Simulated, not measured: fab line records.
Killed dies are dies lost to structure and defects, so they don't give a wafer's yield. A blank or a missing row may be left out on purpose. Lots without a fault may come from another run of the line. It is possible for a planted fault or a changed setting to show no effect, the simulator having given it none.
Which of the tools did it? + flow n5 finfet + 24 lots, 72 wafers sampled, at 6 steps of a route of 1938

== WHAT THE GAUGES READ, wafer by wafer ==
The record holds no reading of a measuring or inspecting step that can be judged against a usual standard deviation.

== WHAT TOOL EACH LOT RAN ON (gives the tool, then ch and the chambers of the sampled wafers, and finally the start) ==
| lot  | N5_BEOL_M3_STRIP_19                | N5_BEOL_M3_SPUTTER_48        | N5_BEOL_M3_ANNEAL_49         | N5_BEOL_M3_SPUTTER_79        | N5_BEOL_M3_SPUTTER_81        | N5_BEOL_M3_ANNEAL_91         |
|------|------------------------------------|------------------------------|------------------------------|------------------------------|------------------------------|------------------------------|
| L074 | rie diel-02 ch 1,2,3, day 7 00:52  | pvd sputter-02, day 7 09:15  | pvd sputter-02, day 7 09:20  | pvd sputter-02, day 7 09:28  | pvd sputter-02, day 7 09:41  | pvd sputter-02, day 7 10:26  |
| L075 | rie diel-02 ch 2,3, day 7 04:32    | pvd sputter-01, day 7 09:39  | pvd sputter-01, day 7 09:44  | pvd sputter-01, day 7 09:52  | pvd sputter-01, day 7 10:05  | pvd sputter-01, day 7 10:50  |
| L076 | rie diel-05 ch 0,2, day 7 05:28    | pvd sputter-03, day 7 12:06  | pvd sputter-03, day 7 12:11  | pvd sputter-03, day 7 12:19  | pvd sputter-03, day 7 12:32  | pvd sputter-03, day 7 13:17  |
| L077 | rie diel-02 ch 1,2, day 7 21:47    | pvd sputter-02, day 8 12:44  | pvd sputter-02, day 8 12:49  | pvd sputter-02, day 8 12:57  | pvd sputter-02, day 8 13:10  | pvd sputter-02, day 8 13:55  |
| L079 | rie diel-03 ch 0,2, day 8 07:37    | pvd sputter-02, day 8 16:54  | pvd sputter-02, day 8 16:59  | pvd sputter-02, day 8 17:07  | pvd sputter-02, day 8 17:20  | pvd sputter-02, day 8 18:05  |
| L078 | rie diel-05 ch 0,1,2, day 8 07:47  | pvd sputter-01, day 8 12:04  | pvd sputter-01, day 8 12:08  | pvd sputter-01, day 8 12:18  | pvd sputter-01, day 8 12:32  | pvd sputter-01, day 8 13:20  |
| L080 | rie diel-03 ch 0,1,3, day 9 00:26  | pvd sputter-01, day 9 03:28  | pvd sputter-01, day 9 03:32  | pvd sputter-01, day 9 03:41  | pvd sputter-01, day 9 03:54  | pvd sputter-01, day 9 04:38  |
| L081 | rie diel-03 ch 1,3, day 9 00:39    | pvd sputter-02, day 9 03:31  | pvd sputter-02, day 9 03:36  | pvd sputter-02, day 9 03:44  | pvd sputter-02, day 9 03:58  | pvd sputter-02, day 9 04:42  |
| L083 | rie diel-03 ch 0,1,3, day 9 04:16  | pvd sputter-03, day 9 08:17  | pvd sputter-03, day 9 08:22  | pvd sputter-03, day 9 08:31  | pvd sputter-03, day 9 08:44  | pvd sputter-03, day 9 09:28  |
| L082 | rie diel-03 ch 1,3, day 9 08:09    | pvd sputter-02, day 9 16:17  | pvd sputter-02, day 9 16:22  | pvd sputter-02, day 9 16:30  | pvd sputter-02, day 9 16:43  | pvd sputter-02, day 9 17:28  |
| L084 | rie diel-02 ch 0,1,3, day 9 09:29  | pvd sputter-02, day 9 19:15  | pvd sputter-02, day 9 19:20  | pvd sputter-02, day 9 19:28  | pvd sputter-02, day 9 19:41  | pvd sputter-02, day 9 20:26  |
| L085 | rie diel-05 ch 1,2,3, day 9 13:57  | pvd sputter-03, day 9 23:44  | pvd sputter-03, day 9 23:49  | pvd sputter-03, day 9 23:57  | pvd sputter-03, day 10 00:10 | pvd sputter-03, day 10 00:55 |
| L088 | rie diel-05 ch 2,3, day 10 04:58   | pvd sputter-01, day 10 13:49 | pvd sputter-01, day 10 13:54 | pvd sputter-01, day 10 14:02 | pvd sputter-01, day 10 14:16 | pvd sputter-01, day 10 15:00 |
| L086 | rie diel-02 ch 0,1,3, day 10 09:23 | pvd sputter-02, day 10 16:46 | pvd sputter-02, day 10 16:50 | pvd sputter-02, day 10 16:59 | pvd sputter-02, day 10 17:12 | pvd sputter-02, day 10 17:56 |
| L087 | rie diel-02 ch 0,1,3, day 10 15:29 | pvd sputter-01, day 10 23:20 | pvd sputter-01, day 10 23:25 | pvd sputter-01, day 10 23:34 | pvd sputter-01, day 10 23:47 | pvd sputter-01, day 11 00:31 |
| L089 | rie diel-02 ch 2,3, day 10 23:50   | pvd sputter-02, day 11 08:58 | pvd sputter-02, day 11 09:03 | pvd sputter-02, day 11 09:11 | pvd sputter-02, day 11 09:25 | pvd sputter-02, day 11 10:09 |
| L090 | rie diel-03 ch 0,1,3, day 11 02:40 | pvd sputter-03, day 11 06:18 | pvd sputter-03, day 11 06:23 | pvd sputter-03, day 11 06:31 | pvd sputter-03, day 11 06:44 | pvd sputter-03, day 11 07:29 |
| L092 | rie diel-03 ch 0,2,3, day 11 06:49 | pvd sputter-03, day 11 10:54 | pvd sputter-03, day 11 10:59 | pvd sputter-03, day 11 11:07 | pvd sputter-03, day 11 11:20 | pvd sputter-03, day 11 12:05 |
| L091 | rie diel-03 ch 1,2,3, day 11 07:05 | pvd sputter-01, day 11 11:50 | pvd sputter-01, day 11 11:55 | pvd sputter-01, day 11 12:03 | pvd sputter-01, day 11 12:16 | pvd sputter-01, day 11 13:01 |
| L093 | rie diel-02 ch 0,3, day 11 19:43   | pvd sputter-01, day 12 02:01 | pvd sputter-01, day 12 02:05 | pvd sputter-01, day 12 02:14 | pvd sputter-01, day 12 02:27 | pvd sputter-01, day 12 03:11 |
| L095 | rie diel-05 ch 1,2,3, day 11 20:25 | pvd sputter-01, day 12 03:53 | pvd sputter-01, day 12 03:58 | pvd sputter-01, day 12 04:07 | pvd sputter-01, day 12 04:20 | pvd sputter-01, day 12 05:04 |
| L094 | rie diel-03 ch 0,3, day 12 00:14   | pvd sputter-01, day 12 14:36 | pvd sputter-01, day 12 14:41 | pvd sputter-01, day 12 14:49 | pvd sputter-01, day 12 15:02 | pvd sputter-01, day 12 15:47 |
| L096 | rie diel-05 ch 1,2,3, day 12 18:15 | pvd sputter-01, day 13 02:27 | pvd sputter-01, day 13 02:32 | pvd sputter-01, day 13 02:40 | pvd sputter-01, day 13 02:53 | pvd sputter-01, day 13 03:38 |
| L097 | rie diel-02 ch 0,1, day 13 03:32   | pvd sputter-01, day 13 06:32 | pvd sputter-01, day 13 06:37 | pvd sputter-01, day 13 06:45 | pvd sputter-01, day 13 06:58 | pvd sputter-01, day 13 07:43 |
- N5_BEOL_M3_STRIP_19: strips in O2.
- N5_BEOL_M3_SPUTTER_48: material Cu, target thk 4.5 nm, time 8.29 s.
- N5_BEOL_M3_ANNEAL_49: time 240 s.
- N5_BEOL_M3_SPUTTER_79: material Cu, target thk 4.5 nm, time 8.29 s.
- N5_BEOL_M3_SPUTTER_81: material Cu, target thk 4.5 nm, time 8.29 s.
- N5_BEOL_M3_ANNEAL_91: time 240 s.

== WHAT THE TOOLS THEMSELVES READ (means of the sampled wafers that have a number; where no wafer has one, the mark that the record gives instead) ==
N5_BEOL_M3_STRIP_19. Usual: drypump motor current A 5.8 A, standard deviation 0.57; oes product au 0.79 a.u., standard deviation 0.059; rf vpp V 3.7 V, standard deviation 0.48; showerhead plenum p Torr 2.10 Torr, standard deviation 0.045; throttle valve pct 16.64 %, standard deviation 0.22.
| lot  | tool        | drypump motor current A (A) | oes product au (a.u.) | rf vpp V (V) | showerhead plenum p Torr (Torr) | throttle valve pct (%) | flag |
|------|-------------|-----------------------------|-----------------------|--------------|---------------------------------|------------------------|------|
| L074 | rie diel-02 | 5.9                         | 0.77                  | 4.0          | 2.09                            | 16.78                  |      |
| L075 | rie diel-02 | 6.1                         | 0.74                  | 3.7          | 2.12                            | 16.95                  |      |
| L076 | rie diel-05 | 5.9                         | 0.80                  | 4.0          | 2.10                            | 16.51                  |      |
| L077 | rie diel-02 | 6.2                         | 0.75                  | 3.3          | 2.10                            | 16.83                  |      |
| L079 | rie diel-03 | 5.6                         | 0.75                  | 3.7          | 2.13                            | 16.78                  |      |
| L078 | rie diel-05 | 5.8                         | 0.76                  | 3.5          | 2.12                            | 16.54                  |      |
| L080 | rie diel-03 | 5.6                         | 0.85                  | 4.1          | 2.11                            | 16.54                  |      |
| L081 | rie diel-03 | 6.0                         | 0.84                  | 3.1          | 2.13                            | 16.49                  |      |
| L083 | rie diel-03 | 5.6                         | 0.85                  | 3.8          | 2.11                            | 16.54                  |      |
| L082 | rie diel-03 | 5.4                         | 0.86                  | 4.1          | 2.14                            | 16.49                  |      |
| L084 | rie diel-02 | 5.5                         | 0.81                  | 3.9          | 2.06                            | 16.58                  |      |
| L085 | rie diel-05 | 6.0                         | 0.79                  | 3.4          | 2.11                            | 16.64                  |      |
| L088 | rie diel-05 | 6.2                         | 0.81                  | 4.0          | 2.07                            | 16.79                  |      |
| L086 | rie diel-02 | 5.5                         | 0.80                  | 3.9          | 2.06                            | 16.58                  |      |
| L087 | rie diel-02 | 5.5                         | 0.80                  | 3.1          | 2.06                            | 16.59                  |      |
| L089 | rie diel-02 | 5.7                         | 0.73                  | 4.2          | 2.10                            | 16.96                  |      |
| L090 | rie diel-03 | 5.6                         | 0.83                  | 3.9          | 2.10                            | 16.55                  |      |
| L092 | rie diel-03 | 5.9                         | 0.77                  | 3.7          | 2.11                            | 16.69                  |      |
| L091 | rie diel-03 | 5.7                         | 0.79                  | 3.5          | 2.14                            | 16.64                  |      |
| L093 | rie diel-02 | 5.4                         | 0.81                  | 4.0          | 2.08                            | 16.54                  |      |
| L095 | rie diel-05 | 6.0                         | 0.77                  | 3.0          | 2.11                            | 16.68                  |      |
| L094 | rie diel-03 | 6.2                         | 0.80                  | 3.7          | 2.09                            | 16.59                  |      |
| L096 | rie diel-05 | 6.0                         | 0.76                  | 3.7          | 2.11                            | 16.69                  |      |
| L097 | rie diel-02 | 5.5                         | 0.82                  | 4.0          | 2.05                            | 16.41                  |      |

N5_BEOL_M3_SPUTTER_48. Usual: 29.9 % for throttle valve pct, sd 1.1.
| lot  | tool           | throttle valve pct (%) | flag |
|------|----------------|------------------------|------|
| L074 | pvd sputter-02 | 29.2                   |      |
| L075 | pvd sputter-01 | 30.1                   |      |
| L076 | pvd sputter-03 | 29.9                   |      |
| L077 | pvd sputter-02 | 30.1                   |      |
| L079 | pvd sputter-02 | 30.8                   |      |
| L078 | pvd sputter-01 | 30.2                   |      |
| L080 | pvd sputter-01 | 30.4                   |      |
| L081 | pvd sputter-02 | 29.2                   |      |
| L083 | pvd sputter-03 | 29.6                   |      |
| L082 | pvd sputter-02 | 29.9                   |      |
| L084 | pvd sputter-02 | 31.1                   |      |
| L085 | pvd sputter-03 | 29.0                   |      |
| L088 | pvd sputter-01 | 29.5                   |      |
| L086 | pvd sputter-02 | 29.1                   |      |
| L087 | pvd sputter-01 | 30.7                   |      |
| L089 | pvd sputter-02 | 31.2                   |      |
| L090 | pvd sputter-03 | 29.4                   |      |
| L092 | pvd sputter-03 | 29.4                   |      |
| L091 | pvd sputter-01 | 29.5                   |      |
| L093 | pvd sputter-01 | 30.5                   |      |
| L095 | pvd sputter-01 | 29.2                   |      |
| L094 | pvd sputter-01 | 29.9                   |      |
| L096 | pvd sputter-01 | 29.8                   |      |
| L097 | pvd sputter-01 | 30.2                   |      |

N5_BEOL_M3_ANNEAL_49. Usual: 807 W for heater power w, sd 47.
| lot  | tool           | heater power w (W) | flag |
|------|----------------|--------------------|------|
| L074 | pvd sputter-02 | 814                |      |
| L075 | pvd sputter-01 | 809                |      |
| L076 | pvd sputter-03 | 864                |      |
| L077 | pvd sputter-02 | 807                |      |
| L079 | pvd sputter-02 | 807                |      |
| L078 | pvd sputter-01 | 812                |      |
| L080 | pvd sputter-01 | 774                |      |
| L081 | pvd sputter-02 | 828                |      |
| L083 | pvd sputter-03 | 839                |      |
| L082 | pvd sputter-02 | 809                |      |
| L084 | pvd sputter-02 | 804                |      |
| L085 | pvd sputter-03 | 831                |      |
| L088 | pvd sputter-01 | 822                |      |
| L086 | pvd sputter-02 | 821                |      |
| L087 | pvd sputter-01 | 792                |      |
| L089 | pvd sputter-02 | 804                |      |
| L090 | pvd sputter-03 | 831                |      |
| L092 | pvd sputter-03 | 829                |      |
| L091 | pvd sputter-01 | 825                |      |
| L093 | pvd sputter-01 | 771                |      |
| L095 | pvd sputter-01 | 802                |      |
| L094 | pvd sputter-01 | 774                |      |
| L096 | pvd sputter-01 | 788                |      |
| L097 | pvd sputter-01 | 808                |      |

N5_BEOL_M3_SPUTTER_79. Usual: 29.9 % for throttle valve pct, sd 1.1.
| lot  | tool           | throttle valve pct (%) | flag |
|------|----------------|------------------------|------|
| L074 | pvd sputter-02 | 29.3                   |      |
| L075 | pvd sputter-01 | 30.1                   |      |
| L076 | pvd sputter-03 | 30.3                   |      |
| L077 | pvd sputter-02 | 30.0                   |      |
| L079 | pvd sputter-02 | 30.6                   |      |
| L078 | pvd sputter-01 | 30.4                   |      |
| L080 | pvd sputter-01 | 30.6                   |      |
| L081 | pvd sputter-02 | 29.2                   |      |
| L083 | pvd sputter-03 | 29.5                   |      |
| L082 | pvd sputter-02 | 29.7                   |      |
| L084 | pvd sputter-02 | 31.2                   |      |
| L085 | pvd sputter-03 | 28.9                   |      |
| L088 | pvd sputter-01 | 29.6                   |      |
| L086 | pvd sputter-02 | 29.3                   |      |
| L087 | pvd sputter-01 | 30.8                   |      |
| L089 | pvd sputter-02 | 31.0                   |      |
| L090 | pvd sputter-03 | 29.5                   |      |
| L092 | pvd sputter-03 | 29.4                   |      |
| L091 | pvd sputter-01 | 29.5                   |      |
| L093 | pvd sputter-01 | 30.3                   |      |
| L095 | pvd sputter-01 | 29.1                   |      |
| L094 | pvd sputter-01 | 29.6                   |      |
| L096 | pvd sputter-01 | 29.9                   |      |
| L097 | pvd sputter-01 | 29.9                   |      |

N5_BEOL_M3_SPUTTER_81. Usual: 29.9 % for throttle valve pct, sd 1.1.
| lot  | tool           | throttle valve pct (%) | flag |
|------|----------------|------------------------|------|
| L074 | pvd sputter-02 | 29.0                   |      |
| L075 | pvd sputter-01 | 30.1                   |      |
| L076 | pvd sputter-03 | 30.0                   |      |
| L077 | pvd sputter-02 | 30.1                   |      |
| L079 | pvd sputter-02 | 30.8                   |      |
| L078 | pvd sputter-01 | 30.3                   |      |
| L080 | pvd sputter-01 | 30.6                   |      |
| L081 | pvd sputter-02 | 29.1                   |      |
| L083 | pvd sputter-03 | 29.6                   |      |
| L082 | pvd sputter-02 | 29.8                   |      |
| L084 | pvd sputter-02 | 31.2                   |      |
| L085 | pvd sputter-03 | 28.9                   |      |
| L088 | pvd sputter-01 | 29.4                   |      |
| L086 | pvd sputter-02 | 29.0                   |      |
| L087 | pvd sputter-01 | 30.6                   |      |
| L089 | pvd sputter-02 | 31.0                   |      |
| L090 | pvd sputter-03 | 29.4                   |      |
| L092 | pvd sputter-03 | 29.4                   |      |
| L091 | pvd sputter-01 | 29.6                   |      |
| L093 | pvd sputter-01 | 30.3                   |      |
| L095 | pvd sputter-01 | 29.2                   |      |
| L094 | pvd sputter-01 | 29.7                   |      |
| L096 | pvd sputter-01 | 29.9                   |      |
| L097 | pvd sputter-01 | 30.2                   |      |

N5_BEOL_M3_ANNEAL_91. Usual: 804 W for heater power w, sd 49.
| lot  | tool           | heater power w (W) | flag |
|------|----------------|--------------------|------|
| L074 | pvd sputter-02 | 828                |      |
| L075 | pvd sputter-01 | 809                |      |
| L076 | pvd sputter-03 | 850                |      |
| L077 | pvd sputter-02 | 793                |      |
| L079 | pvd sputter-02 | 798                |      |
| L078 | pvd sputter-01 | 824                |      |
| L080 | pvd sputter-01 | 769                |      |
| L081 | pvd sputter-02 | 801                |      |
| L083 | pvd sputter-03 | 847                |      |
| L082 | pvd sputter-02 | 815                |      |
| L084 | pvd sputter-02 | 807                |      |
| L085 | pvd sputter-03 | 832                |      |
| L088 | pvd sputter-01 | 815                |      |
| L086 | pvd sputter-02 | 814                |      |
| L087 | pvd sputter-01 | 802                |      |
| L089 | pvd sputter-02 | 802                |      |
| L090 | pvd sputter-03 | 834                |      |
| L092 | pvd sputter-03 | 822                |      |
| L091 | pvd sputter-01 | 823                |      |
| L093 | pvd sputter-01 | 762                |      |
| L095 | pvd sputter-01 | 791                |      |
| L094 | pvd sputter-01 | 770                |      |
| L096 | pvd sputter-01 | 773                |      |
| L097 | pvd sputter-01 | 796                |      |

== THE ANSWER, worked out from the rows above alone ==
Rule: a lot counts as off when the mean over its wafers that have a number is more than 3 standard deviations away from the usual mean. A lot without any number at a reading at which 4 lots or more have one is off too. All remaining lots with rows at the step are treated as sound. Order of review: gauges by route order, followed by the tools' own readings, for which a lot's mean as printed above is used. The first step at which some lot is off is used, and at that step the reading that is off furthest; a lot without a number counts as furthest.
None of the lots is off at any reading shown; this tells nothing.

== WHAT HAD BEEN PUT IN BY THE SIMULATOR ==
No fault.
